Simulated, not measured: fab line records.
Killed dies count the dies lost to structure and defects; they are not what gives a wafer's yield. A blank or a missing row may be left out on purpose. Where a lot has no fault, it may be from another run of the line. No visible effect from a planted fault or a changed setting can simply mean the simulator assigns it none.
fab line records    flow n5-finfet
[record] lots = 10  wafers = 29  last-day = 16
route steps=1938 shown BEOL_M2@913 BEOL_M3@941 BEOL_M4@1111 PASSIVATION@1936
lots that met no fault: taken from a fault-free run of the same line
start-h: start of the lot's first displayed wafer, in hours after the record's first day    wait-h: time in hours since the lot's previous step    " the same as in the row above    L1.1+2: a row that stands for several wafers    - no value, or no start given    * or withheld: withheld    < > ~ a bound
route shown NAME@n: NAME is a module with steps in the file, n the number in the route of the first one    usual: average and standard deviation across the fault-free wafers    same: alike in all rows    chamber/n: place in a boat    sites: the reading at each site    _std_site: standard deviation across them    _edge_site: mean of outer sites minus mean of inner sites    radius-mm: how far each site lies from the wafer's centre    mask NAME#n: copy n    behind: the most recent tool/chamber to have shaped the wafer    hold: why the lot went on hold/how many hours it stayed there/how the hold came to an end    device: which transistor (n, p or np) failed to switch    end of line: at the end of the route, the tests of the same wafers    a step with no rows: only its recipe    killed: the dies lost at the first sort to structure and to defects; this is not the yield of the wafer    map: a wafer's dies, marking killed ones x, the rest . and places with no die _
set.NAME: the setting the step ran with; set.NAME@STEP: the setting that earlier step ran with    model.NAME: the simulator's own value behind a step, which no gauge read
one table for each step of the route and one row for each wafer, over a sample of lots
services: the hour from which a tool's chamber was out of use, counted from the record's first day as start-h (under 0 if before that day), plus the number of hours and why
[[steps]]
[step N5_BEOL_M2_ANNEAL_89]
[recipe] temp-c = 400  time-s = 240  ambient = vacuum
[usual] heater-power-w = 792/55
lot.wafer  tool            chamber  start-h  wait-h  heater-power-w
L980.3     pvd-sputter-01  -        143.03   0.0     818
L980.5     "               -        "        "       796
L980.6     "               -        "        "       821
L982.3     pvd-sputter-01  -        155.58   0.0     812
L982.4     "               -        "        "       798
L982.6     "               -        "        "       820
L986.1     pvd-sputter-02  -        177.52   0.0     799
L986.2     "               -        "        "       733
L986.4     "               -        "        "       804
L987.2     pvd-sputter-03  -        180.75   0.0     799
L987.5     "               -        "        "       813
L987.6     "               -        "        "       709
L989.3     pvd-sputter-02  -        194.53   0.0     800
L989.4     "               -        "        "       712
L990.3     pvd-sputter-01  -        200.00   0.0     824
L990.4     "               -        "        "       752
L990.6     "               -        "        "       749
L992.2     pvd-sputter-03  -        212.39   0.0     924
L992.3     "               -        "        "       743
L992.5     "               -        "        "       909
L994.1     pvd-sputter-03  -        223.40   0.0     710
L994.3     "               -        "        "       827
L994.5     "               -        "        "       791
L101.2     pvd-sputter-03  -        260.68   0.0     727
L101.3     "               -        "        "       801
L101.5     "               -        "        "       707
L102.2     pvd-sputter-02  -        274.87   0.0     801
L102.4     "               -        "        "       797
L102.5     "               -        "        "       732
[step N5_BEOL_M2_CO_CAP_55]
[recipe] material = Co  target-thk-a = 20  temp-c = 200  precursor = CCTBA/H2  pressure-torr = 30  time-s = 102.1
[usual] heater-power-w = 238/22
lot.wafer  tool       chamber  start-h  wait-h  heater-power-w  since-wet-clean-h
L980.3     cvd-co-01  2        144.70   0.0     241             227
L980.5     "          2        "        "       240             -
L980.6     "          0        "        "       210             -
L982.3     cvd-co-01  1        157.26   0.0     267             1136
L982.4     "          2        "        "       240             -
L982.6     "          0        "        "       211             -
L986.1     cvd-co-02  1        179.18   0.0     234             42
L986.2     "          2        "        "       206             480
L986.4     "          0        "        "       257             -
L987.2     cvd-co-02  2        182.53   0.0     204             483
L987.5     "          2        "        "       211             -
L987.6     "          0        "        "       260             -
L989.3     cvd-co-02  2        196.37   0.1     204             -
L989.4     "          0        "        "       262             -
L990.3     cvd-co-01  2        201.66   0.0     250             284
L990.4     "          1        "        "       266             -
L990.6     "          2        "        "       241             -
L992.2     cvd-co-01  1        214.09   0.0     272             1193
L992.3     "          1        "        "       268             -
L992.5     "          2        "        "       244             -
L994.1     cvd-co-02  1        225.07   0.0     243             88
L994.3     "          0        "        "       253             985
L994.5     "          2        "        "       209             -
L101.2     cvd-co-01  0        262.42   0.0     214             804
L101.3     "          2        "        "       236             344
L101.5     "          2        "        "       236             -
L102.2     cvd-co-02  1        276.53   0.0     245             140
L102.4     "          0        "        "       261             -
L102.5     "          2        "        "       200             -
[step N5_BEOL_M3_EXPOSE_08]
[recipe] mask-id = M3  na = 0.33  source-shape = dipole  sigma-inner = 0.369  sigma-outer = 0.767  polarization = unpolarized  dose-mj = 33
[usual] exposure-dose-mJ-cm2 = 32.92/0.04
[same] sigma-inner = 0.369
lot.wafer  tool            chamber  start-h  wait-h  mask  exposure-dose-mJ-cm2
L980.3     euv-scanner-01  0        146.54   -       M3#0  32.96
L980.5     "               0        "        "       M3#0  32.97
L980.6     "               0        "        "       M3#0  32.97
L982.3     euv-scanner-02  0        161.34   -       M3#0  32.95
L982.4     "               0        "        "       M3#0  32.97
L982.6     "               0        "        "       M3#0  32.98
L986.1     euv-scanner-01  0        179.99   -       M3#0  32.95
L986.2     "               0        "        "       M3#0  32.90
L986.4     "               0        "        "       M3#0  32.89
L987.2     euv-scanner-01  0        183.78   -       M3#0  32.87
L987.5     "               0        "        "       M3#0  32.84
L987.6     "               0        "        "       M3#0  32.86
L989.3     euv-scanner-01  0        197.87   -       M3#0  32.94
L989.4     "               0        "        "       M3#0  32.88
L990.3     euv-scanner-02  0        203.04   -       M3#0  32.94
L990.4     "               0        "        "       M3#0  32.98
L990.6     "               0        "        "       M3#0  32.92
L992.2     euv-scanner-01  0        218.39   -       M3#0  32.86
L992.3     "               0        "        "       M3#0  32.90
L992.5     "               0        "        "       M3#0  32.93
L994.1     euv-scanner-01  0        225.75   -       M3#0  32.85
L994.3     "               0        "        "       M3#0  32.90
L994.5     "               0        "        "       M3#0  32.83
L101.2     euv-scanner-01  0        263.86   -       M3#0  34.29
L101.3     "               0        "        "       M3#0  34.28
L101.5     "               0        "        "       M3#0  34.31
L102.2     euv-scanner-01  0        278.35   -       M3#0  34.03
L102.4     "               0        "        "       M3#0  33.99
L102.5     "               0        "        "       M3#0  34.02
[step N5_BEOL_M3_CD_MEAS_11]
[recipe] target-cd-nm = 17.05  landing-energy-ev = 500  detector = se-inlens  polarity = opening
[usual] cd-nm = 17.15/0.26
lot.wafer  tool       chamber  start-h  wait-h  cd-nm
L980.3     cd-sem-01  0        146.66   -       17.30
L980.5     "          0        "        "       16.97
L980.6     "          0        "        "       17.08
L982.3     cd-sem-03  0        161.45   -       17.26
L982.4     "          0        "        "       17.24
L982.6     "          0        "        "       17.38
L986.1     cd-sem-03  0        180.12   -       17.13
L986.2     "          0        "        "       17.30
L986.4     "          0        "        "       17.29
L987.2     cd-sem-03  0        183.90   -       16.27
L987.5     "          0        "        "       16.90
L987.6     "          0        "        "       17.03
L989.3     cd-sem-03  0        197.99   -       17.03
L989.4     "          0        "        "       17.08
L990.3     cd-sem-02  0        203.16   -       17.16
L990.4     "          0        "        "       16.89
L990.6     "          0        "        "       17.44
L992.2     cd-sem-03  0        218.51   -       17.24
L992.3     "          0        "        "       17.13
L992.5     "          0        "        "       17.59
L994.1     cd-sem-02  0        225.87   -       17.25
L994.3     "          0        "        "       17.19
L994.5     "          0        "        "       17.15
L101.2     cd-sem-03  0        263.98   -       18.38
L101.3     "          0        "        "       17.96
L101.5     "          0        "        "       17.76
L102.2     cd-sem-02  0        278.47   -       17.44
L102.4     "          0        "        "       17.85
L102.5     "          0        "        "       17.55
[step N5_BEOL_M3_DESCUM_16]
[recipe] chemistry = O2  time-s = 7  source-power-w = 50  bias-power-w = 20  pressure-mtorr = 20  rf-frequency-hz = 2.712e+07  temp-c = 40  resist = CAR-EUV  o2-flow-sccm = 225
[usual] bias-power-w = 20.00/0.054  drypump-motor-current-A = 5.7/0.38  oes-product-au = 0.75/0.076  rf-fwd-power-W = 49.36/0.23  rf-vpp-V = 243.0/1.4  showerhead-plenum-p-Torr = 2.10/0.064  throttle-valve-pct = 20.58/0.29
lot.wafer  tool         chamber  start-h  wait-h  bias-power-w  drypump-motor-current-A  oes-product-au  rf-fwd-power-W  rf-hours-counter-h  rf-vpp-V  showerhead-plenum-p-Torr  throttle-valve-pct
L980.3     rie-diel-03  0        146.78   0.0     20.09         5.7                      0.74            49.49           140                 242.9     2.19                      20.70
L980.5     "            2        "        "       20.02         5.5                      0.75            49.35           -                   242.5     2.01                      20.69
L980.6     "            3        "        "       20.01         5.2                      0.77            49.76           -                   244.7     2.19                      20.67
L982.3     rie-diel-01  3        161.63   0.1     20.02         5.8                      0.74            49.50           171                 242.6     2.02                      20.48
L982.4     "            1        "        "       20.02         6.0                      0.90            49.69           27                  242.2     2.12                      19.93
L982.6     "            0        "        "       20.02         5.3                      0.69            48.93           -                   245.7     2.16                      20.92
L986.1     rie-diel-01  1        180.24   0.0     19.97         6.0                      0.89            49.56           32                  245.1     2.11                      19.94
L986.2     "            2        "        "       19.92         6.3                      0.73            49.65           163                 242.8     2.11                      20.68
L986.4     "            3        "        "       19.98         5.8                      0.73            49.51           175                 241.9     2.02                      20.50
L987.2     rie-diel-04  0        184.20   0.2     20.01         4.7                      0.69            49.18           204                 238.8     2.00                      20.70
L987.5     "            1        "        "       20.02         6.1                      1.00            49.63           -                   241.4     2.05                      20.15
L987.6     "            2        "        "       19.95         5.8                      0.73            48.74           -                   244.5     2.17                      20.18
L989.3     rie-diel-01  3        198.28   0.2     19.96         5.8                      0.73            49.50           182                 241.0     2.02                      20.51
L989.4     "            2        "        "       20.07         6.3                      0.72            49.26           -                   243.7     2.10                      20.68
L990.3     rie-diel-04  0        203.28   0.0     19.93         4.7                      0.68            49.23           210                 240.2     2.00                      20.71
L990.4     "            3        "        "       20.07         5.9                      0.71            49.30           226                 243.6     2.08                      20.99
L990.6     "            2        "        "       19.97         5.8                      0.72            48.95           -                   244.0     2.17                      20.20
L992.2     rie-diel-03  1        218.63   0.0     20.06         5.7                      0.73            49.36           193                 242.8     2.10                      20.74
L992.3     "            3        "        "       20.07         5.2                      0.73            49.82           192                 244.4     2.18                      20.70
L992.5     "            0        "        "       20.00         5.7                      0.72            49.20           -                   243.7     2.18                      20.71
L994.1     rie-diel-01  2        226.00   0.0     19.98         6.2                      0.71            49.32           180                 244.4     2.10                      20.69
L994.3     "            0        "        "       20.02         5.2                      0.98            49.13           6                   244.9     2.15                      20.55
L994.5     "            1        "        "       19.96         6.0                      0.87            49.37           -                   243.6     2.11                      19.97
L101.2     rie-diel-04  2        264.38   0.3     20.01         5.7                      0.70            49.10           211                 244.5     2.17                      20.22
L101.3     "            1        "        "       20.02         6.1                      0.92            49.48           28                  242.2     2.04                      20.20
L101.5     "            3        "        "       19.91         6.0                      0.69            49.13           -                   243.2     2.08                      21.01
L102.2     rie-diel-03  1        278.59   0.0     19.92         5.8                      0.73            49.60           212                 242.9     2.09                      20.76
L102.4     "            3        "        "       20.01         5.3                      0.72            49.87           211                 243.0     2.17                      20.74
L102.5     "            3        "        "       19.89         5.2                      0.73            49.78           -                   245.1     2.17                      20.73
[step N5_BEOL_M4_RC_MEAS_101]
[usual] DIBL_N = 35.9/1.6  DIBL_P = 35.6/2.1  IOFF_N = 0.149/0.029  IOFF_P = 0.20/0.033  ION_N = 671/11  ION_P = 460/7.3  SS_N = 71.4/0.62  SS_P = 73.2/0.65  VT_N = 251/3.1  VT_P = -251/3.4
lot.wafer  tool       chamber  start-h  wait-h  DIBL_N[mV/V]  DIBL_P[mV/V]  IOFF_N[nA/um]  IOFF_P[nA/um]  ION_N[uA/um]  ION_P[uA/um]  SS_N[mV/dec]  SS_P[mV/dec]  VT_N[mV]  VT_P[mV]
L980.3     prober-02  0        165.61   0.3     35.4          33.8          0.133          0.15           662           445           70.8          72.5          251       -258
L980.5     "          0        "        "       34.5          34.4          0.124          0.15           656           451           70.5          72.7          254       -256
L980.6     "          0        "        "       34.0          34.4          0.116          0.16           655           453           69.8          72.6          254       -257
L982.3     prober-01  0        180.00   0.3     34.8          36.8          0.153          0.19           687           462           71.7          73.5          252       -255
L982.4     "          0        "        "       35.9          38.6          0.169          0.20           676           455           72.1          73.4          252       -253
L982.6     "          0        "        "       33.8          35.6          0.124          0.17           654           454           71.4          72.9          260       -256
L986.1     prober-02  0        196.43   0.0     36.4          36.1          0.144          0.17           659           444           72.3          72.7          252       -258
L986.2     "          0        "        "       35.6          37.0          0.144          0.18           665           452           71.3          72.4          250       -254
L986.4     "          0        "        "       36.7          38.0          0.158          0.20           668           459           71.3          73.1          251       -252
L987.2     prober-02  0        205.42   0.2     38.3          37.6          0.182          0.26           680           468           72.3          73.0          247       -248
L987.5     "          0        "        "       35.9          34.8          0.149          0.22           675           471           71.2          72.7          250       -245
L987.6     "          0        "        "       35.0          33.7          0.126          0.19           663           461           70.9          72.9          252       -251
L989.3     prober-01  0        222.92   0.3     32.7          32.2          0.106          0.16           651           456           70.9          72.7          256       -254
L989.4     "          0        "        "       35.6          35.6          0.159          0.21           677           472           70.7          73.2          247       -247
L990.3     prober-01  0        230.72   0.3     36.8          37.4          0.169          0.20           676           460           71.2          72.9          247       -252
L990.4     "          0        "        "       38.7          39.8          0.216          0.25           690           467           72.4          74.5          246       -249
L990.6     "          0        "        "       37.9          38.5          0.199          0.23           692           472           71.8          74.5          245       -250
L992.2     prober-02  0        233.70   0.2     37.6          37.5          0.173          0.20           676           456           71.4          73.9          248       -255
L992.3     "          0        "        "       37.4          37.5          0.169          0.19           675           458           71.1          73.7          248       -254
L992.5     "          0        "        "       33.8          32.5          0.115          0.14           655           450           70.4          72.9          251       -256
L994.1     prober-02  0        254.23   0.0     34.7          34.8          0.127          0.18           663           454           71.2          73.1          253       -252
L994.3     "          0        "        "       35.5          36.1          0.143          0.19           675           457           71.6          72.4          252       -251
L994.5     "          0        "        "       37.9          38.3          0.178          0.23           670           457           72.4          74.4          251       -249
L101.2     prober-02  0        288.99   0.2     36.6          35.6          0.183          0.23           677           466           72.1          73.3          245       -249
L101.3     "          0        "        "       35.3          35.2          0.175          0.23           686           469           71.3          73.8          245       -248
L101.5     "          0        "        "       35.5          34.1          0.161          0.20           670           457           72.1          73.5          248       -251
L102.2     prober-02  0        300.61   0.2     36.8          35.2          0.157          0.21           681           468           70.7          73.0          253       -250
L102.4     "          0        "        "       38.7          38.1          0.199          0.26           683           467           71.9          73.8          245       -244
L102.5     "          0        "        "       39.1          38.4          0.213          0.27           697           475           72.5          74.2          244       -248
[step N5_PASSIVATION_PROBE_49]
[usual] defect-limited-yield = 90.9/1.5  killed_at_M0_to_M3 = 36/9.9  killed_at_M4_up = 13/4.5  killed-at-contacts = 13/6.4  killed-at-front-end = 42/12  killed-at-other = 3.4/3  killed-dies = 107/18  killed-on-rim = 14/4.3  killed-open = 69/13  killed-short = 35/8.2  sort_bin_5_function = 5.3/1.1  sort_bin_6_memory = 3.4/0.69  sort-n-pass = 1073/18  sort-yield-pct = 90.9/1.5
[same] gross-dies = 1180  killed-at-back-side = 0  sort_bin_4_leakage[%] = 0  sort_bin_8_speed[%] = 0
lot.wafer  tool       chamber  start-h  wait-h  defect-limited-yield[%]  killed_at_M0_to_M3  killed_at_M4_up  killed-at-contacts  killed-at-front-end  killed-at-other  killed-dies  killed-on-rim  killed-open  killed-short  sort_bin_5_function[%]  sort_bin_6_memory[%]  sort-n-pass  sort-yield-pct[%]
L990.3     prober-02  -        331.68   0.1     91.9                     22                  15               14                  43                   1                95           18             62           28            5.3                     2.5                   1085         91.9
L990.4     prober-02  -        331.73   0.2     91.6                     24                  14               3                   56                   2                99           8              63           34            4.6                     3.6                   1081         91.6
L990.6     prober-02  -        331.83   0.3     87.4                     47                  20               9                   70                   3                149          17             94           50            7.4                     4.7                   1031         87.4
L101.2     prober-01  -        391.68   0.1     72.2                     262                 15               12                  38                   1                328          34             62           33            16.4                    9.7                   852          72.2
L101.3     prober-01  -        391.73   0.1     72.5                     249                 20               10                  41                   5                325          43             73           35            16.3                    9.8                   855          72.5
L101.5     prober-01  -        391.83   0.2     72.5                     246                 13               15                  47                   3                324          44             71           35            14.5                    10.8                  856          72.5
L102.2     prober-02  -        394.99   0.1     88.3                     70                  9                23                  35                   1                138          14             62           31            6.5                     4.4                   1042         88.3
L102.4     prober-02  -        395.09   0.2     84.7                     104                 10               16                  45                   6                181          22             84           39            9.2                     5.8                   999          84.7
L102.5     prober-02  -        395.14   0.2     86.3                     95                  7                26                  31                   3                162          16             68           31            8.2                     5.2                   1018         86.3
// killed by level:class
L990.3 FIN_SAQP:geometric-particle:open=12 MOL_CONTACT_COAG:geometric-particle:open=11 BEOL_M3:geometric-particle:open=8 DUMMY_GATE:geometric-particle:open=5 GATE_CUT:geometric-particle:short=5 BEOL_M4:geometric-particle:open=5 DUMMY_GATE:geometric-particle:short=4 BEOL_M0_SAQP:geometric-particle:short=4
L990.4 FIN_SAQP:geometric-particle:open=21 FIN_SAQP:geometric-particle:short=18 BEOL_M1:geometric-particle:open=9 BEOL_M2:geometric-particle:open=5 DUMMY_GATE:geometric-particle:open=4 GATE_CUT:geometric-particle:short=4 BEOL_M4:geometric-particle:open=4 GATE_CUT:geometric-particle:open=3
L990.6 FIN_SAQP:geometric-particle:open=17 BEOL_M3:geometric-particle:open=16 FIN_SAQP:geometric-particle:short=9 BEOL_M0_SAQP:geometric-particle:short=8 BEOL_M1:geometric-particle:open=8 DUMMY_GATE:geometric-particle:open=8 GATE_CUT:geometric-particle:short=7 STI_FIN_REVEAL:geometric-particle:open=7
L101.2 BEOL_M3:area-expose=230 FIN_SAQP:geometric-particle:open=15 FIN_SAQP:geometric-particle:short=11 MOL_CONTACT_COAG:geometric-particle:open=9 BEOL_M3:geometric-particle:open=8 BEOL_M2:geometric-particle:open=6 BEOL_M4:geometric-particle:open=6 BEOL_M0_SAQP:geometric-particle:open=5
L101.3 BEOL_M3:area-expose=212 BEOL_M4:geometric-particle:open=14 FIN_SAQP:geometric-particle:short=10 FIN_SAQP:geometric-particle:open=9 BEOL_M0_SAQP:geometric-particle:open=9 MOL_CONTACT_COAG:geometric-particle:open=8 DUMMY_GATE:geometric-particle:open=7 BEOL_M0_SAQP:geometric-particle:short=7
L101.5 BEOL_M3:area-expose=206 MOL_CONTACT_COAG:geometric-particle:open=12 BEOL_M1:geometric-particle:open=9 HKMG_FIN:area-etch=9 FIN_SAQP:geometric-particle:short=8 BEOL_M4:geometric-particle:open=8 BEOL_M0_SAQP:geometric-particle:open=8 BEOL_M0_SAQP:geometric-particle:short=7
L102.2 BEOL_M3:area-expose=44 MOL_CONTACT_COAG:geometric-particle:open=15 FIN_SAQP:geometric-particle:open=9 FIN_SAQP:geometric-particle:short=9 BEOL_M1:geometric-particle:open=9 DUMMY_GATE:geometric-particle:open=8 MOL_CONTACT_COAG:geometric-particle:short=7 BEOL_M3:geometric-particle:open=5
L102.4 BEOL_M3:area-expose=54 BEOL_M3:geometric-particle:open=20 FIN_SAQP:geometric-particle:open=16 MOL_CONTACT_COAG:geometric-particle:open=13 FIN_SAQP:geometric-particle:short=10 BEOL_M0_SAQP:geometric-particle:open=7 BEOL_M0_SAQP:geometric-particle:short=6 BEOL_M2:geometric-particle:open=5
L102.5 BEOL_M3:area-expose=60 MOL_CONTACT_COAG:geometric-particle:open=23 BEOL_M0_SAQP:geometric-particle:open=11 BEOL_M2:geometric-particle:open=7 GATE_CUT:geometric-particle:short=6 FIN_SAQP:geometric-particle:short=4 FIN_SAQP:geometric-particle:open=4 STARTING-WAFER:geometric-particle:open=4
[[services]]
tool            chamber  start-h  hours  kind
cvd-co-02       -        123.56   6.9    pm
pvd-sputter-02  -        124.06   2.1    repair
rie-diel-04     3        126.58   27.6   repair
rie-diel-01     -        126.93   0.3    repair
euv-scanner-01  -        128.82   0.4    repair
cvd-co-02       -        130.46   2.8    pm
cvd-co-01       -        134.02   1.2    repair
rie-diel-04     -        138.91   0.5    repair
euv-scanner-01  -        138.99   5.4    repair
euv-scanner-02  -        150.55   1.0    pm
euv-scanner-01  -        158.53   1.0    pm
cvd-co-02       1        187.00   10.4   repair
rie-diel-01     1        203.57   15.6   repair
euv-scanner-02  -        206.70   1.0    pm
cvd-co-01       0        211.71   6.2    repair
euv-scanner-02  -        214.39   1.1    repair
euv-scanner-01  -        215.47   1.0    pm
euv-scanner-01  -        237.32   4.6    pm
rie-diel-04     0        241.77   2.9    repair
rie-diel-03     3        243.02   4.6    repair
euv-scanner-01  -        244.07   1.5    repair
euv-scanner-01  0        246.54   -      calibration
euv-scanner-02  -        257.13   72.0   pm
rie-diel-04     3        266.66   7.7    repair
[[key]]
[first-sign] step = N5_BEOL_M3_EXPOSE_08  reading = exposure-dose-mJ-cm2  direction = up  sigmas = 31  usual = 32.92  struck = 34.16
[effect] step = N5_BEOL_M3_CD_MEAS_11  reading = cd-nm  direction = up  sigmas = 2.6  usual = 17.15  struck = 17.82  through = control-loop
[effect] step = N5_PASSIVATION_PROBE_49  reading = killed_at_M0_to_M3  direction = up  sigmas = 14  usual = 36  struck = 171
[more-kills-born-at] N5_BEOL_M3_EXPOSE_08@euv-scanner-01 = 806
met-at N5_BEOL_M3_EXPOSE_08
struck-lots L101,L102
[loop-trim] step = N5_BEOL_M3_EXPOSE_08  setting = dose  lots = L102
not-acting-at N5_BEOL_M2_ANNEAL_89,N5_BEOL_M2_CO_CAP_55,N5_BEOL_M3_DESCUM_16
onset-between 225.75 263.86
[fault] kind = process-parameter-drift  tool = euv-scanner-01  chamber = -  onset-h = 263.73  steps = N5_BEOL_M3_EXPOSE_08  channel = dose-mj  offset = 1.4219  shape = step  acts-in = these-recipes-only  stated = 33
// loop-trim: a control loop set the setting to another value than it would have without faults
